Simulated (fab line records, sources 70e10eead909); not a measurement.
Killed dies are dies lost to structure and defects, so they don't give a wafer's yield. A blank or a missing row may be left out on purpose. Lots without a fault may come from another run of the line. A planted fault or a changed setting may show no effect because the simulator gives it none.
Chamber matching | flow nand_harc | NHARC_A_STAIRCASE_ETCH_253 on rie_diel-10: 4 sister chambers
The step etches the open film in C4F8/O2, target depth 50 nm, time 20.2 s. 4 wafers are shown with their chamber, then 8 later ones without.

WAFERS WITH THEIR CHAMBER
wafer  | chamber | rf_vpp_V (V)
L092.5 | 3       | 905
L093.2 | 0       | 890
L094.4 | 2       | 895
L095.3 | 1       | 886

WAFERS WITHOUT THEIR CHAMBER
wafer  | rf_vpp_V (V)
L095.4 | 904
L095.6 | 888
L096.1 | 905
L096.3 | 887
L096.6 | 888
L097.1 | 904
L097.2 | 892
L097.6 | 895

WHICH CHAMBER EACH WENT THROUGH
wafer  | from the rows above     | in truth
L095.4 | 3                       | 3
L095.6 | can't be placed: 0 or 1 | 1
L096.1 | 3                       | 3
L096.3 | can't be placed: 1 or 0 | 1
L096.6 | can't be placed: 0 or 1 | 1
L097.1 | 3                       | 3
L097.2 | can't be placed: 0 or 2 | 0
L097.6 | 2                       | 2
Placed correctly: 4 of 8. Can't be placed from these rows: 4 (the true chamber is among the candidates in 4). Placed wrongly: 0.
How it was worked out, from the rows above alone: a wafer's distance from a chamber is the root of the sum, over the readings, of the square of ((its reading less the chamber's mean) divided by the reading's scatter). The wafer belongs to the nearest chamber; if the next one is less than 2 further off, it can't be placed. A chamber's mean is the mean of its shown wafers. The scatter: with one shown wafer a chamber, the root of the mean of the squares of how far each hidden wafer lies from its nearest shown one.
